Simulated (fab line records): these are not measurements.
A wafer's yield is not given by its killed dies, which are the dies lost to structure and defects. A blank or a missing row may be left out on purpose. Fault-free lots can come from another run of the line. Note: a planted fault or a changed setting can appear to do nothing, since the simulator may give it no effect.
fab line records    flow n5_finfet
[record] lots = 12  wafers = 35  last_day = 17
route steps=1938 shown PASS1_DEP@1831 PASS1_CAP@1874 PAD_METAL@1894 PASSIVATION@1932
lots untouched by any fault: they come from a run of this same line in which no faults occurred
start_h: start of the lot's first displayed wafer, in hours after the record's first day    wait_h: hours since the lot's step before    " same as the row above    L1.1+2: a row that stands for several wafers    - no value, or no start was given    * or withheld: withheld    < > ~ a bound
route shown NAME@n: a module of which the file shows steps, and the number in the route of the first    usual: mean and standard deviation over wafers with no fault    same: alike in all rows    chamber/n: place in a boat    sites: readings site by site    _std_site: standard deviation across them    _edge_site: the outer-site mean with the inner-site mean subtracted    radius_mm: for every site, how far away it sits from the centre of the wafer    mask NAME#n: copy n    behind: the last tool/chamber to shape the wafer    hold: what put the lot on hold/how long, in hours/how the hold closed    device: the transistor (n, p or np) that didn't switch    end of line: tests run on the same wafers once the route is complete    a step with no rows: only its recipe    killed: dies lost to structure and defects at the first sort, not the wafer's yield    map: per-die view of a wafer (x killed, . not killed, _ where there is no die)
set.NAME: the setting the step ran with; set.NAME@STEP: the setting that earlier step ran with    model.NAME: the simulator's own value behind a step, which no gauge read
steps of the route over a sample of lots; a table a step, a row a wafer
services: from which hour (start_h, from the record's first day; less than 0 if before it) a tool's chamber was out of use, for how many hours, and why
[[steps]]
[step N5_PASSIVATION_PECVD_00]
[recipe] material = SiO2  target_thk_a = 2000  temp_c = 400  precursor = SiH4/N2O  pressure_torr = 2.7  rf_w = 608  time_s = 11.2
[usual] chamber_pressure_Torr = 2.700/0.0064  heater_power_w = 597/93  showerhead_plenum_p_Torr = 8.16/0.092  throttle_valve_pct = 51.8/2.4
lot.wafer  tool      chamber  start_h  wait_h  chamber_pressure_Torr  heater_power_w  showerhead_plenum_p_Torr  throttle_valve_pct
L590.1     pecvd-02  1        255.58   0.8     2.701                  731             8.37                      54.1
L590.3     "         0        "        "       2.699                  623             8.07                      53.5
L590.5     "         1        "        "       2.698                  730             8.39                      53.9
L588.2     pecvd-02  0        269.33   0.7     2.696                  520             8.11                      53.7
L588.3     "         2        "        "       2.707                  652             7.99                      50.8
L588.5     "         1        "        "       2.704                  690             8.36                      53.9
L589.1     pecvd-03  1        270.90   0.8     2.698                  402             8.16                      51.9
L589.3     "         0        "        "       2.705                  605             8.16                      50.2
L589.5     "         2        "        "       2.700                  768             8.14                      49.0
L593.1     pecvd-04  1        297.79   0.8     2.714                  581             8.14                      54.6
L593.3     "         1        "        "       2.706                  595             8.17                      55.0
L593.6     "         0        "        "       2.703                  474             8.25                      55.4
L596.1     pecvd-02  2        309.65   0.8     2.692                  635             7.99                      51.2
L596.2     "         0        "        "       2.703                  611             8.10                      53.7
L596.3     "         1        "        "       2.708                  689             8.39                      54.1
L599.3     pecvd-04  1        329.13   0.5     2.702                  649             8.15                      54.7
L599.4     "         2        "        "       2.701                  558             8.18                      46.4
L599.6     "         1        "        "       2.711                  628             8.15                      54.7
L600.1     pecvd-03  0        332.03   0.8     2.697                  524             8.15                      50.6
L600.3     "         1        "        "       2.699                  423             8.15                      52.5
L600.4     "         0        "        "       2.704                  523             8.16                      50.7
L601.1     pecvd-03  1        335.28   0.8     2.701                  492             8.15                      52.3
L601.3     "         0        "        "       2.698                  561             8.18                      50.9
L601.6     "         0        "        "       2.702                  579             8.17                      51.0
L603.4     pecvd-02  2        339.97   0.4     2.701                  598             8.01                      51.6
L603.5     "         1        "        "       2.688                  733             8.37                      53.7
L603.6     "         0        "        "       2.693                  543             8.08                      53.5
L606.2     pecvd-03  0        380.24   0.7     2.698                  517             8.17                      51.1
L606.5     "         0        "        "       2.692                  517             8.16                      50.8
L606.6     "         2        "        "       2.697                  702             8.11                      49.6
L609.1     pecvd-04  0        382.01   0.8     2.697                  599             8.26                      55.5
L609.3     "         2        "        "       2.705                  695             8.21                      46.2
L609.4     "         2        "        "       2.702                  683             8.19                      46.2
L611.5     pecvd-03  0        388.75   0.2     2.699                  556             8.16                      51.4
L611.6     "         1        "        "       2.703                  424             8.14                      52.4
[step N5_PASSIVATION_PECVD_01]
[recipe] material = SiNx  target_thk_a = 2000  temp_c = 400  precursor = SiH4/NH3/N2  pressure_torr = 4.9  rf_w = 1406  time_s = 43.2
[usual] chamber_pressure_Torr = 4.899/0.01  heater_power_w = 354/98  showerhead_plenum_p_Torr = 8.69/0.039  throttle_valve_pct = 29.3/1.6
lot.wafer  tool      chamber  start_h  wait_h  chamber_pressure_Torr  heater_power_w  showerhead_plenum_p_Torr  throttle_valve_pct
L590.1     pecvd-03  2        259.79   0.0     4.890                  469             8.67                      28.0
L590.3     "         0        "        "       4.894                  225             8.70                      28.6
L590.5     "         0        "        "       4.898                  236             8.69                      28.4
L588.2     pecvd-04  0        274.94   0.0     4.904                  274             8.75                      31.1
L588.3     "         0        "        "       4.900                  281             8.75                      31.4
L588.5     "         1        "        "       4.907                  388             8.64                      31.0
L589.1     pecvd-01  2        276.75   0.0     4.891                  403             8.72                      28.3
L589.3     "         1        "        "       4.911                  505             8.66                      29.9
L589.5     "         1        "        "       4.909                  523             8.68                      29.9
L593.1     pecvd-03  1        301.49   0.0     4.894                  211             8.70                      30.0
L593.3     "         2        "        "       4.886                  383             8.65                      27.8
L593.6     "         1        "        "       4.910                  215             8.69                      29.5
L596.1     pecvd-04  2        314.26   0.0     4.915                  384             8.69                      26.2
L596.2     "         0        "        "       4.904                  314             8.74                      31.2
L596.3     "         1        "        "       4.886                  270             8.68                      30.9
L599.3     pecvd-04  2        334.92   0.0     4.898                  394             8.67                      26.5
L599.4     "         1        "        "       4.912                  308             8.66                      30.7
L599.6     "         0        "        "       4.904                  278             8.73                      31.1
L600.1     pecvd-03  0        336.05   0.0     4.904                  349             8.69                      28.8
L600.3     "         2        "        "       4.881                  470             8.67                      28.0
L600.4     "         1        "        "       4.892                  117             8.70                      29.7
L601.1     pecvd-03  1        339.94   0.0     4.911                  192             8.70                      29.5
L601.3     "         2        "        "       4.895                  337             8.65                      28.1
L601.6     "         2        "        "       4.878                  372             8.65                      27.8
L603.4     pecvd-04  1        345.45   0.0     4.904                  241             8.66                      30.8
L603.5     "         0        "        "       4.893                  278             8.76                      31.4
L603.6     "         2        "        "       4.901                  376             8.68                      26.3
L606.2     pecvd-01  0        386.28   0.0     4.901                  466             8.77                      31.4
L606.5     "         1        "        "       4.898                  518             8.68                      30.0
L606.6     "         2        "        "       4.882                  323             8.72                      28.6
L609.1     pecvd-04  0        387.55   0.0     4.920                  320             8.77                      31.3
L609.3     "         0        "        "       4.923                  324             8.75                      31.2
L609.4     "         2        "        "       4.918                  418             8.71                      26.4
L611.5     pecvd-03  0        392.96   0.0     4.911                  335             8.69                      28.8
L611.6     "         2        "        "       4.909                  403             8.66                      28.5
[step N5_PASSIVATION_PRE_CLEAN_19]
[recipe] gas = H2/He  time_s = *  temp_c = *
[usual] heater_power_w = 480/74
lot.wafer  tool            chamber  start_h  wait_h  heater_power_w
L590.1     pvd_sputter-03  -        265.96   0.0     373
L590.3     "               -        "        "       604
L590.5     "               -        "        "       474
L588.2     pvd_sputter-02  -        276.05   0.0     540
L588.3     "               -        "        "       453
L588.5     "               -        "        "       591
L589.1     pvd_sputter-02  -        280.55   0.0     585
L589.3     "               -        "        "       436
L589.5     "               -        "        "       430
L593.1     pvd_sputter-01  -        303.25   0.0     463
L593.3     "               -        "        "       448
L593.6     "               -        "        "       451
L596.1     pvd_sputter-01  -        317.16   0.0     526
L596.2     "               -        "        "       459
L596.3     "               -        "        "       454
L599.3     pvd_sputter-02  -        337.56   0.0     546
L599.4     "               -        "        "       436
L599.6     "               -        "        "       327
L600.1     pvd_sputter-02  -        337.98   0.0     447
L600.3     "               -        "        "       338
L600.4     "               -        "        "       578
L601.1     pvd_sputter-02  -        343.23   0.0     456
L601.3     "               -        "        "       335
L601.6     "               -        "        "       449
L603.4     pvd_sputter-02  -        346.62   0.0     525
L603.5     "               -        "        "       586
L603.6     "               -        "        "       529
L609.1     pvd_sputter-03  -        389.45   0.0     495
L609.3     "               -        "        "       598
L609.4     "               -        "        "       479
L606.2     pvd_sputter-02  -        389.71   0.0     585
L606.5     "               -        "        "       453
L606.6     "               -        "        "       585
L611.5     pvd_sputter-03  -        394.57   0.0     494
L611.6     "               -        "        "       471
[step N5_PASSIVATION_STRIP_52]
[recipe] chemistry = post_etch_residue_remover  time_s = 1200  temp_c = 72.5
[usual] bath_guard_temp_C = 72.3/0.42  bath_heat_duty_pct = 14.8/1.7
lot.wafer  tool          chamber  start_h  wait_h  bath_guard_temp_C  bath_heat_duty_pct
L590.1     wet_bench-03  5        269.28   -       71.5               14.5
L590.3     "             4        "        "       71.9               12.5
L590.5     "             2        "        "       72.4               13.5
L588.2     wet_bench-05  1        279.27   -       71.9               15.1
L588.3     "             3        "        "       71.6               17.0
L588.5     "             5        "        "       72.2               15.2
L589.1     wet_bench-03  6        284.49   -       72.3               13.3
L589.3     "             4        "        "       72.5               15.4
L589.5     "             5        "        "       71.7               15.2
L593.1     wet_bench-06  2        307.06   -       72.1               17.0
L593.3     "             3        "        "       72.5               13.4
L593.6     "             5        "        "       71.7               12.6
L596.1     wet_bench-06  5        321.29   -       71.6               12.6
L596.2     "             4        "        "       72.3               11.2
L596.3     "             3        "        "       72.2               14.5
L599.3     wet_bench-03  4        340.87   -       72.2               13.7
L599.4     "             3        "        "       72.4               15.9
L599.6     "             2        "        "       73.1               15.1
L600.1     wet_bench-06  5        341.46   -       -                  -
L600.3     "             0        "        "       -                  -
L600.4     "             2        "        "       -                  -
L601.1     wet_bench-05  5        346.55   -       -                  -
L601.3     "             1        "        "       -                  -
L601.6     "             7        "        "       -                  -
L603.4     wet_bench-03  1        350.50   -       -                  -
L603.5     "             4        "        "       -                  -
L603.6     "             5        "        "       -                  -
L609.1     wet_bench-03  4        392.63   -       72.1               13.7
L609.3     "             1        "        "       72.3               13.8
L609.4     "             7        "        "       72.5               15.1
L606.2     wet_bench-06  3        393.03   -       72.1               12.9
L606.5     "             5        "        "       71.7               12.2
L606.6     "             2        "        "       72.1               16.9
L611.5     wet_bench-06  7        398.38   -       72.9               18.1
L611.6     "             1        "        "       72.3               15.4
[[services]]
tool            chamber  start_h  hours  kind
wet_bench-03    -        260.60   3.7    repair
pecvd-01        2        261.82   2.1    scheduled_down
pecvd-04        2        272.32   2.5    repair
pecvd-03        1        275.80   7.2    repair
pecvd-01        0        294.15   5.0    scheduled_down
pecvd-01        2        298.12   1.9    repair
pecvd-01        -        301.37   14.6   pm
pecvd-03        0        304.17   5.5    scheduled_down
pecvd-03        -        308.30   0.8    pm
pecvd-03        0        315.83   2.1    scheduled_down
pecvd-02        -        317.36   0.8    repair
pvd_sputter-02  -        321.23   1.2    repair
pvd_sputter-01  -        330.79   2.4    repair
pecvd-01        1        348.44   6.4    repair
pecvd-04        0        363.60   6.3    repair
pecvd-03        -        364.88   2.7    repair
pvd_sputter-01  -        366.78   2.9    repair
pecvd-01        -        367.18   0.7    repair
pvd_sputter-03  -        373.64   2.2    repair
pecvd-02        0        377.44   2.1    scheduled_down
pecvd-04        1        383.62   -      clean
pecvd-04        1        383.62   -      consumable_replace:showerhead
pecvd-02        2        393.30   5.5    scheduled_down
[[key]]
[first_sign] step = N5_PASSIVATION_STRIP_52  reading = tool_record  direction = missing
effect none on later readings
met_at N5_PASSIVATION_STRIP_52
struck_lots L600,L601,L603
not_acting_at N5_PASSIVATION_PECVD_00,N5_PASSIVATION_PECVD_01,N5_PASSIVATION_PRE_CLEAN_19
onset_between 340.87 341.46
[fault] kind = skipped_step_whole  tool = wet_bench-03,wet_bench-05,wet_bench-06  chamber = -  onset_h = 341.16  steps = N5_PASSIVATION_STRIP_52  scope = struck_lots_only
